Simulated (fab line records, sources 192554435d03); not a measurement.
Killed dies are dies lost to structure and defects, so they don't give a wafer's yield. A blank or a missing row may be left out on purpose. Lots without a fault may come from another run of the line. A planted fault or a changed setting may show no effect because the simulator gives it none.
fab line records | flow n5_finfet
record lots=7 wafers=21
route steps=1938 shown BEOL_M11@1543 BEOL_M12@1604
start_h: hours from the record's first day to the start of the lot's first wafer shown | wait_h: hours since the lot's step before | " the same as in the row above | L1.1+2: a row that stands for several wafers | - no value, or no start given | * or withheld: withheld | < > ~ a bound
route shown NAME@n: a module of which the file shows steps, and the number in the route of the first | usual: mean/standard deviation of fault-free wafers | same: alike in all rows | chamber/n: place in a boat | sites: the reading at each site | _std_site: their standard deviation | _edge_site: outer sites' mean less inner sites' | radius_mm: how far each site lies from the wafer's centre | mask NAME#n: copy n | behind: the tool/chamber that last shaped the wafer | hold: why the lot was held/for how many hours/how that ended | device: the transistor (n, p or np) that didn't switch | end of line: the same wafers' tests at the end of the route | a step without rows: its recipe alone | killed: dies lost to structure and defects at the first sort, not the wafer's yield | map: a wafer's dies, x killed, . not, _ none there
set.NAME: the setting as run; set.NAME@STEP: as run at that earlier step | model.NAME: the simulator's own value behind a step, which no gauge read
lots whose settings were changed on purpose; a table a step, a row a wafer
## steps
# step N5_BEOL_M11_COAT_05
# recipe resist=CAR-ArF spin_rpm=1500 resist_thk_nm=90
# columns lot.wafer tool chamber start_h wait_h set.spin_rpm model.CAR-ArF_of_BEOL_M11_COAT_05.thk_nm
L078.1 litho_track-03 0 - - 1500 90
L078.4+5 " 0 " " 1500 89.8
L081.4+6 litho_track-05 0 - - 1500 90
L081.5 " 0 " " 1500 90.2
L082.1+2+6 litho_track-05 0 - - 1500 90.4
L085.2 litho_track-02 0 - - 1428 92.4
L085.5 " 0 " " 1500 90
L085.6 " 0 " " 1428 92
L090.1 litho_track-03 0 - - 1659 85.4
L090.3 " 0 " " 1500 89.6
L090.5 " 0 " " 1500 89.4
L091.3+4 litho_track-03 0 - - 1500 90.2
L091.6 " 0 " " 1500 90.4
L094.1 litho_track-03 0 - - 1598 87.2
L094.2 " 0 " " 1500 90.4
L094.4 " 0 " " 1598 87.6
# step N5_BEOL_M11_EBR_07
# recipe solvent=PGMEA ebr_width_mm=1.5
# step N5_BEOL_M11_SOFTBAKE_06
# recipe temp_c=110 time_s=60 resist=CAR-ArF
# step N5_BEOL_M11_EXPOSE_08
# recipe mask_id=M11 na=1.35 source_shape=dipole sigma_inner=0.411 sigma_outer=0.611 polarization=te dose_mj=53.75
# step N5_BEOL_M11_PEB_09
# recipe peb_temp_c=withheld peb_time_s=60 resist=CAR-ArF
# step N5_BEOL_M11_DEVELOP_10
# recipe develop_time_s=30 developer=TMAH resist=CAR-ArF rinse_liquid=diw dry=air_spin dev_temp_c=23
# columns lot.wafer tool chamber start_h wait_h set.spin_rpm@BEOL_M11_COAT_05 model.CAR-ArF_of_BEOL_M11_COAT_05.thk_nm
L078.1+4+5 litho_track-02 0 - - 1500 88.2
L081.4+5+6 litho_track-05 0 - - 1500 88.4
L082.1+2+6 litho_track-02 0 - - 1500 88.8
L085.2 litho_track-02 0 - - 1428 90.6
L085.5 " 0 " " 1500 88.4
L085.6 " 0 " " 1428 90.4
L090.1 litho_track-03 0 - - 1659 83.8
L090.3+5 " 0 " " 1500 87.8
L091.3+4+6 litho_track-05 0 - - 1500 88.6
L094.1 litho_track-03 0 - - 1598 85.6
L094.2 " 0 " " 1500 88.6
L094.4 " 0 " " 1598 85.8
# step N5_BEOL_M11_DESCUM_16
# recipe chemistry=O2 time_s=7.9 source_power_w=50 bias_power_w=20 pressure_mtorr=20 rf_frequency_hz=2.712e+07 temp_c=40 resist=CAR-ArF o2_flow_sccm=225
# columns lot.wafer tool chamber start_h wait_h set.spin_rpm@BEOL_M11_COAT_05 model.CAR-ArF_of_BEOL_M11_COAT_05.thk_nm
L078.1 rie_diel-01 3 245.46 0.0 1500 83.6
L078.4+5 " 2,1 " " 1500 83.2
L081.4+5 rie_diel-03 1,2 255.65 0.0 1500 83.6
L081.6 " 3 " " 1500 83.4
L082.1+2+6 rie_diel-03 2,0,1 267.68 0.0 1500 84
L085.2 rie_diel-06 2 286.66 0.6 1428 85.8
L085.5 " 1 " " 1500 83.4
L085.6 " 2 " " 1428 85.6
L090.1 rie_diel-03 3 308.62 0.0 1659 78.8
L090.3+5 " 0,1 " " 1500 83
L091.3+6 rie_diel-01 3 326.72 0.2 1500 83.8
L091.4 " 0 " " 1500 83.6
L094.1 rie_diel-01 3 345.31 0.0 1598 80.8
L094.2 " 0 " " 1500 83.8
L094.4 " 1 " " 1598 81
# step N5_BEOL_M12_COAT_58
# recipe resist=BARC temp_c=205 time_s=60 spin_rpm=1500 resist_thk_nm=89
# columns lot.wafer tool chamber start_h wait_h set.spin_rpm model.BARC_of_BEOL_M12_COAT_58.thk_nm
L078.1 litho_track-01 0 252.82 0.0 1500 89.4
L078.4 " 0 " " 1581 87.2
L078.5 " 0 " " 1581 87
L081.4 litho_track-04 0 265.04 0.0 1500 88.8
L081.5 " 0 " " 1598 86.2
L081.6 " 0 " " 1500 88.4
L082.1 litho_track-04 0 273.85 0.0 1500 88.8
L082.2 " 0 " " 1500 88.6
L082.6 " 0 " " 1500 88.4
L085.2 litho_track-01 0 292.05 0.0 1353 93.8
L085.5 " 0 " " 1353 93.6
L085.6 " 0 " " 1500 89.2
L090.1 litho_track-02 0 316.34 0.0 1500 89.2
L090.3 " 0 " " 1500 89.4
L090.5 " 0 " " 1431 91.2
L091.3 litho_track-02 0 332.42 0.0 1396 92.6
L091.4+6 " 0 " " 1500 89.4
L094.1 litho_track-01 0 356.43 0.0 1500 89.2
L094.2+4 " 0 " " 1668 85
# step N5_BEOL_M12_COAT_04
# recipe spin_rpm=1625 resist_thk_nm=400
# columns lot.wafer tool chamber start_h wait_h set.spin_rpm model.coat_of_BEOL_M12_COAT_04.thk_nm
L078.1 litho_track-01 0 - - 1742 388.2
L078.4 " 0 " " 1625 402.4
L078.5 " 0 " " 1742 387.8
L081.4 litho_track-04 0 - - 1625 400.8
L081.5 " 0 " " 1625 400.6
L081.6 " 0 " " 1625 401.8
L082.1 litho_track-04 0 - - 1625 400.8
L082.2 " 0 " " 1625 401.6
L082.6 " 0 " " 1625 401.8
L085.2 litho_track-01 0 - - 1625 400.8
L085.5 " 0 " " 1684 395
L085.6 " 0 " " 1684 393.8
L090.1 litho_track-02 0 - - 1550 412.4
L090.3 " 0 " " 1625 401.8
L090.5 " 0 " " 1550 411.6
L091.3 litho_track-02 0 - - 1757 385
L091.4 " 0 " " 1625 400.6
L091.6 " 0 " " 1757 384.6
L094.1 litho_track-01 0 - - 1625 401.8
L094.2 " 0 " " 1625 400.6
L094.4 " 0 " " 1672 395.8
# step N5_BEOL_M12_EBR_06
# recipe solvent=PGMEA ebr_width_mm=1.5
# step N5_BEOL_M12_SOFTBAKE_05
# recipe temp_c=130 time_s=60
# step N5_BEOL_M12_DESCUM_15
# recipe chemistry=O2 time_s=7.9 source_power_w=50 bias_power_w=20 pressure_mtorr=20 rf_frequency_hz=2.712e+07 temp_c=40 o2_flow_sccm=225
# step N5_BEOL_M12_ETCH_59
# recipe chemistry=N2/H2 target=BARC target_depth_a=890 overetch_a=267 time_s=67.9 ion_energy_ev=200 pressure_mtorr=30 source_w=840 bias_w=150 n2_flow_sccm=200 h2_flow_sccm=200
# columns lot.wafer tool chamber start_h wait_h set.spin_rpm@BEOL_M12_COAT_58 set.spin_rpm@BEOL_M12_COAT_04 model.coat_of_BEOL_M12_COAT_04.thk_nm model.etch.depth_nm
L078.1 rie_diel-02 2 253.21 0.0 1500 1742 304.4 89.33
L078.4 " 1 " " 1581 1625 319.6 87.21
L078.5 " 3 " " 1581 1742 305.6 86.98
L081.4 rie_diel-02 3 265.43 0.0 1500 1625 318.6 88.74
L081.5 " 1 " " 1598 1625 318 86.11
L081.6 " 0 " " 1500 1625 321.8 88.33
L082.1 rie_diel-05 0 274.40 0.0 1500 1625 319.8 88.76
L082.2 " 1 " " 1500 1625 321.6 88.52
L082.6 " 0 " " 1500 1625 321 88.33
L085.2 rie_diel-04 3 292.57 0.0 1353 1625 320.4 93.79
L085.5 " 2 " " 1353 1684 313.2 93.7
L085.6 " 0 " " 1500 1684 312.4 89.1
L090.1 rie_diel-04 3 316.86 0.0 1500 1550 332.8 89.12
L090.3 " 1 " " 1500 1625 318.2 89.39
L090.5 " 1 " " 1431 1550 328 91.29
L091.3 rie_diel-02 1 332.93 0.0 1396 1757 301.8 92.64
L091.4 " 3 " " 1500 1625 318.8 89.35
L091.6 " 1 " " 1500 1757 302.2 89.39
L094.1 rie_diel-05 3 356.83 0.0 1500 1625 322.4 89.24
L094.2 " 0 " " 1668 1625 319 85.02
L094.4 " 3 " " 1668 1672 316.4 84.97
# step N5_BEOL_M12_VIA_ETCH_16
# recipe chemistry=C4F8/O2/Ar target=SiOC pressure_mtorr=30 source_w=3000 bias_w=700 Ar_flow_sccm=400 C4F8_flow_sccm=15 O2_flow_sccm=8 he_inner_torr=15 he_outer_torr=30 target_depth_a=7248 time_s=withheld ion_energy_ev=250 ends=cleared
# step N5_BEOL_M12_STRIP_63
# recipe chemistry=N2/H2 power_w=1000 temp_c=250 h2_frac=0.65 overash_fraction=0.3 pressure_mtorr=1000 n2_flow_sccm=1750 h2_flow_sccm=3250
# usual strip_time_to_endpoint_s=42.8/0.85
# columns lot.wafer tool chamber start_h wait_h set.spin_rpm@BEOL_M12_COAT_04 strip_time_to_endpoint_s
L078.1 plasma_asher-01 1 253.47 - 1742 38.7
L078.4 " 0 " " 1625 41.9
L078.5 " 0 " " 1742 37.8
L081.4 plasma_asher-02 0 265.70 - 1625 43.3
L081.5 " 1 " " 1625 42.3
L081.6 " 0 " " 1625 42.5
L082.1 plasma_asher-02 1 274.65 - 1625 43.8
L082.2 " 0 " " 1625 44.0
L082.6 " 0 " " 1625 43.3
L085.2 plasma_asher-01 1 292.82 - 1625 44.6
L085.5 " 1 " " 1684 41.8
L085.6 " 0 " " 1684 42.6
L090.1 plasma_asher-01 1 317.11 - 1550 46.5
L090.3 " 1 " " 1625 42.6
L090.5 " 1 " " 1550 44.0
L091.3 plasma_asher-01 0 333.20 - 1757 38.6
L091.4 " 1 " " 1625 43.0
L091.6 " 0 " " 1757 38.6
L094.1 plasma_asher-02 1 357.08 - 1625 43.9
L094.2 " 0 " " 1625 43.7
L094.4 " 1 " " 1672 42.4
# step N5_BEOL_M12_STRIP_64
# recipe chemistry=N2/H2 power_w=1000 temp_c=250 h2_frac=0.65 overash_fraction=0.3 pressure_mtorr=withheld n2_flow_sccm=1750 h2_flow_sccm=3250
# usual strip_time_to_endpoint_s=31.34/0.092
# columns lot.wafer tool chamber start_h wait_h set.spin_rpm@BEOL_M12_COAT_58 strip_time_to_endpoint_s
L078.1 plasma_asher-01 1 253.53 0.0 1500 31.42
L078.4 " 0 " " 1581 30.81
L078.5 " 0 " " 1581 30.74
L081.4 plasma_asher-02 0 265.76 0.0 1500 31.25
L081.5 " 1 " " 1598 30.48
L081.6 " 0 " " 1500 31.11
L082.1 plasma_asher-02 1 274.71 0.0 1500 31.25
L082.2 " 0 " " 1500 31.18
L082.6 " 0 " " 1500 31.12
L085.2 plasma_asher-01 1 292.88 0.0 1353 32.68
L085.5 " 1 " " 1353 32.65
L085.6 " 0 " " 1500 31.35
L090.1 plasma_asher-01 1 317.17 0.0 1500 31.35
L090.3 " 1 " " 1500 31.42
L090.5 " 1 " " 1431 31.97
L091.3 plasma_asher-01 0 333.26 0.0 1396 32.35
L091.4 " 1 " " 1500 31.41
L091.6 " 0 " " 1500 31.43
L094.1 plasma_asher-02 1 357.14 0.0 1500 31.38
L094.2 " 0 " " 1668 30.18
L094.4 " 1 " " 1668 30.12
# step N5_BEOL_M12_TRENCH_ETCH_34
# recipe chemistry=C4F8/O2/Ar target=SiOC target_depth_a=3189.5 mask_material=SOC pressure_mtorr=30 source_w=3000 bias_w=700 Ar_flow_sccm=400 C4F8_flow_sccm=15 O2_flow_sccm=8 he_inner_torr=15 he_outer_torr=30 time_s=125.5 ion_energy_ev=250
# columns lot.wafer tool chamber start_h wait_h set.time_s model.etch.depth_nm
L078.1 rie_diel-04 2 254.58 0.0 125.5 317.8
L078.4 " 0 " " 125.5 313.7
L078.5 " 1 " " 125.5 315.8
L081.4 rie_diel-02 0 267.46 0.0 125.5 315.1
L081.5 " 0 " " 147.4 370.2
L081.6 " 3 " " 147.4 381.1
L082.1 rie_diel-04 0 275.76 0.0 125.5 313.7
L082.2 " 3 " " 125.5 314.7
L082.6 " 0 " " 125.5 312.7
L085.2 rie_diel-05 3 293.91 0.0 125.5 313.9
L085.5 " 3 " " 145.2 362.3
L085.6 " 0 " " 125.5 314.7
L090.1 rie_diel-02 0 318.29 0.0 146.4 366.8
L090.3 " 1 " " 125.5 321.2
L090.5 " 0 " " 146.4 364.1
L091.3 rie_diel-04 3 334.35 0.0 125.5 312.6
L091.4 " 0 " " 102.2 250.6
L091.6 " 3 " " 125.5 315.6
L094.1 rie_diel-02 1 358.06 0.0 98.39 252.6
L094.2 " 0 " " 98.39 246
L094.4 " 3 " " 125.5 317
# step N5_BEOL_M12_STRIP_70
# recipe chemistry=C4F8/O2/Ar resist=SiARC rf_frequency_hz=6e+07
# step N5_BEOL_M12_OCD_MEAS_35
# usual trench_depth_nm=317/4.2
# columns lot.wafer tool chamber start_h wait_h set.time_s@BEOL_M12_TRENCH_ETCH_34 trench_depth_nm
L078.1 ocd-02 - 254.73 0.0 125.5 318
L078.4 " - " " 125.5 314
L078.5 " - " " 125.5 316
L081.4 ocd-02 - 267.62 0.0 125.5 315
L081.5 " - " " 147.4 370
L081.6 " - " " 147.4 381
L082.1 ocd-01 - 275.91 0.0 125.5 314
L082.2 " - " " 125.5 314
L082.6 " - " " 125.5 312
L085.2 ocd-02 - 294.07 0.0 125.5 313
L085.5 " - " " 145.2 362
L085.6 " - " " 125.5 315
L090.1 ocd-02 - 318.44 0.0 146.4 367
L090.3 " - " " 125.5 322
L090.5 " - " " 146.4 364
L091.3 ocd-01 - 334.51 0.0 125.5 313
L091.4 " - " " 102.2 251
L091.6 " - " " 125.5 316
L094.1 ocd-02 - 358.22 0.0 98.39 252
L094.2 " - " " 98.39 245
L094.4 " - " " 125.5 317
# step N5_BEOL_M12_SPUTTER_44
# recipe material=Ta target_thk_a=100 temp_c=50 bias_v=80 power_w=15000 chamber_pressure_pa=0.07 time_s=16.13
# columns lot.wafer tool chamber start_h wait_h set.time_s model.Ta_of_BEOL_M12_SPUTTER_44.thk_nm
L078.1 pvd_sputter-03 - 256.53 0.0 16.13 10
L078.4 " - " " 13.91 9
L078.5 " - " " 13.91 8.6
L081.4+5+6 pvd_sputter-01 - 271.58 0.0 16.13 10
L082.1+2 pvd_sputter-03 - 277.08 0.0 16.13 10
L082.6 " - " " 16.13 9.8
L085.2+5+6 pvd_sputter-02 - 294.90 0.0 16.13 10
L090.1+3 pvd_sputter-02 - 323.25 0.0 16.13 10
L090.5 " - " " 16.13 9.8
L091.3 pvd_sputter-02 - 338.45 0.0 17.57 11
L091.4+6 " - " " 16.13 10
L094.1+2 pvd_sputter-01 - 358.98 0.0 16.13 10
L094.4 " - " " 16.13 9.8
# step N5_BEOL_M12_SPUTTER_45
# recipe material=Cu target_thk_a=800 temp_c=-20 bias_v=60 power_w=26000 chamber_pressure_pa=0.13 time_s=13.33
# step N5_BEOL_M12_ECD_47
# recipe material=Cu target_thk_a=7200
# step N5_BEOL_M12_ANNEAL_48
# recipe temp_c=225 time_s=90 ambient=N2
# step N5_BEOL_M12_CMP_49
# recipe stop_on=SiOC t_overpolish_s=20.6 down_force_psi=1 platen_rpm=50 clearing_platen_down_force_psi=1.5 clearing_platen_rpm=50 post_cmp_clean=cu_alkaline target_thk_nm=320 clearing_platen_pad_velocity_m_s=0.99484 pad_velocity_m_s=0.99484
# columns lot.wafer tool chamber start_h wait_h set.time_s@BEOL_M12_TRENCH_ETCH_34 model.Cu_of_BEOL_M12_ECD_47.thk_nm
L078.1 cmp-03 2 257.47 0.3 125.5 321
L078.4 " 3 " " 125.5 314.8
L078.5 " 3 " " 125.5 317.8
L081.4 cmp-03 2 272.57 0.1 125.5 318
L081.5 " 2 " " 147.4 372.6
L081.6 " 3 " " 147.4 381
L082.2 cmp-03 0 277.76 0.2 125.5 316.4
L082.1 " 1 " " 125.5 314.8
L082.6 " 3 " " 125.5 312.6
L085.2 cmp-03 3 295.54 0.2 125.5 314.6
L085.5 " 3 " " 145.2 362
L085.6 " 0 " " 125.5 316.4
L090.1 cmp-03 2 324.11 0.3 146.4 367.4
L090.3 " 0 " " 125.5 321.8
L090.5 " 1 " " 146.4 364
L091.3 cmp-04 2 339.09 0.2 125.5 312.2
L091.4 " 0 " " 102.2 251.4
L091.6 " 2 " " 125.5 317.4
L094.4 cmp-04 0 359.85 0.1 125.5 319.2
L094.2 " 2 " " 98.39 246
L094.1 " 3 " " 98.39 253.8
# step N5_BEOL_M12_THK_MEAS_50
# recipe thk_meas_gauge=xrf reads=Cu_of_BEOL_M12_ECD_47
# usual M12_THK=313/5.1
# columns lot.wafer tool chamber start_h wait_h set.time_s@BEOL_M12_TRENCH_ETCH_34 M12_THK[nm]
L078.1 film_metro-01 - 257.76 - 125.5 318
L078.4 " - " " 125.5 310
L078.5 " - " " 125.5 312
L081.4 film_metro-02 - 272.89 0.3 125.5 314
L081.5 " - " " 147.4 369
L081.6 " - " " 147.4 375
L082.1 film_metro-01 - 278.02 - 125.5 313
L082.2 " - " " 125.5 315
L082.6 " - " " 125.5 311
L085.2 film_metro-01 - 295.83 - 125.5 309
L085.5 " - " " 145.2 355
L085.6 " - " " 125.5 310
L090.1 film_metro-02 - 324.37 - 146.4 361
L090.3 " - " " 125.5 316
L090.5 " - " " 146.4 357
L091.3 film_metro-02 - 339.38 - 125.5 309
L091.4 " - " " 102.2 248
L091.6 " - " " 125.5 315
L094.1 film_metro-01 - 360.14 - 98.39 247
L094.2 " - " " 98.39 239
L094.4 " - " " 125.5 311
# step N5_BEOL_M12_PRE_CLEAN_52
# recipe gas=NH3 time_s=15 temp_c=withheld rf_power_w=300
# step N5_BEOL_M12_DEP_53
# recipe material=SiCN target_thk_a=300 temp_c=withheld precursor=3MS/NH3 pressure_torr=3 rf_w=675 time_s=10.5
# step N5_BEOL_M12_RS_MEAS_54
# recipe thk_meas_gauge=four-point-probe reads=Cu_of_BEOL_M12_ECD_47+Ta_of_BEOL_M12_SPUTTER_44+TaN_of_BEOL_M12_SPUTTER_43
# usual M12_RS=0.0604/0.0009
# columns lot.wafer tool chamber start_h wait_h set.time_s@BEOL_M12_TRENCH_ETCH_34 M12_RS[ohm/sq]
L078.1 film_metro-02 - 257.88 0.0 125.5 0.0598
L078.4 " - " " 125.5 0.0611
L078.5 " - " " 125.5 0.0606
L081.4 film_metro-01 - 273.01 0.0 125.5 0.0604
L081.5 " - " " 147.4 0.0511
L081.6 " - " " 147.4 0.0500
L082.1 film_metro-02 - 278.14 0.0 125.5 0.0610
L082.2 " - " " 125.5 0.0607
L082.6 " - " " 125.5 0.0615
L085.2 film_metro-02 - 295.97 0.1 125.5 0.0611
L085.5 " - " " 145.2 0.0528
L085.6 " - " " 125.5 0.0607
L090.1 film_metro-01 - 324.51 0.1 146.4 0.0520
L090.3 " - " " 125.5 0.0597
L090.5 " - " " 146.4 0.0526
L091.3 film_metro-02 - 339.51 0.0 125.5 0.0616
L091.4 " - " " 102.2 0.0772
L091.6 " - " " 125.5 0.0607
L094.1 film_metro-01 - 360.27 0.0 98.39 0.0765
L094.2 " - " " 98.39 0.0793
L094.4 " - " " 125.5 0.0602
## key
split step=N5_BEOL_M11_COAT_05 setting=spin_rpm stated=1500 by=wafer
response step=N5_BEOL_M11_COAT_05 reading=model.CAR-ArF_of_BEOL_M11_COAT_05.thk_nm change=-0.413 per=1% r=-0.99
response step=N5_BEOL_M11_DEVELOP_10 reading=model.CAR-ArF_of_BEOL_M11_COAT_05.thk_nm change=-0.401 per=1% r=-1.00
response step=N5_BEOL_M11_DESCUM_16 reading=model.CAR-ArF_of_BEOL_M11_COAT_05.thk_nm change=-0.418 per=1% r=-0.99
split step=N5_BEOL_M12_COAT_58 setting=spin_rpm stated=1500 by=wafer
response step=N5_BEOL_M12_COAT_58 reading=model.BARC_of_BEOL_M12_COAT_58.thk_nm change=-0.414 per=1% r=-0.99
response step=N5_BEOL_M12_ETCH_59 reading=model.etch.depth_nm change=-0.422 per=1% r=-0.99
response step=N5_BEOL_M12_STRIP_64 reading=strip_time_to_endpoint_s change=* per=1% r=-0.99
split step=N5_BEOL_M12_COAT_04 setting=spin_rpm stated=1625 by=wafer
response step=N5_BEOL_M12_COAT_04 reading=model.coat_of_BEOL_M12_COAT_04.thk_nm change=-1.98 per=1% r=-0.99
response step=N5_BEOL_M12_ETCH_59 reading=model.coat_of_BEOL_M12_COAT_04.thk_nm change=-2.1 per=1% r=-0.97
response step=N5_BEOL_M12_STRIP_63 reading=strip_time_to_endpoint_s change=* per=1% r=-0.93
split step=N5_BEOL_M12_TRENCH_ETCH_34 setting=time_s stated=125.5 by=wafer
response step=N5_BEOL_M12_TRENCH_ETCH_34 reading=model.etch.depth_nm change=+3.17 per=1% r=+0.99
response step=N5_BEOL_M12_OCD_MEAS_35 reading=trench_depth_nm change=+3.18 per=1% r=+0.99
response step=N5_BEOL_M12_CMP_49 reading=model.Cu_of_BEOL_M12_ECD_47.thk_nm change=+3.15 per=1% r=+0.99
response step=N5_BEOL_M12_THK_MEAS_50 reading=M12_THK change=+3.1 per=1% r=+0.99
response step=N5_BEOL_M12_RS_MEAS_54 reading=M12_RS change=-0.000672 per=1% r=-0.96
split step=N5_BEOL_M12_SPUTTER_44 setting=time_s stated=16.13 by=wafer
response step=N5_BEOL_M12_SPUTTER_44 reading=model.Ta_of_BEOL_M12_SPUTTER_44.thk_nm change=+0.0945 per=1% r=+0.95
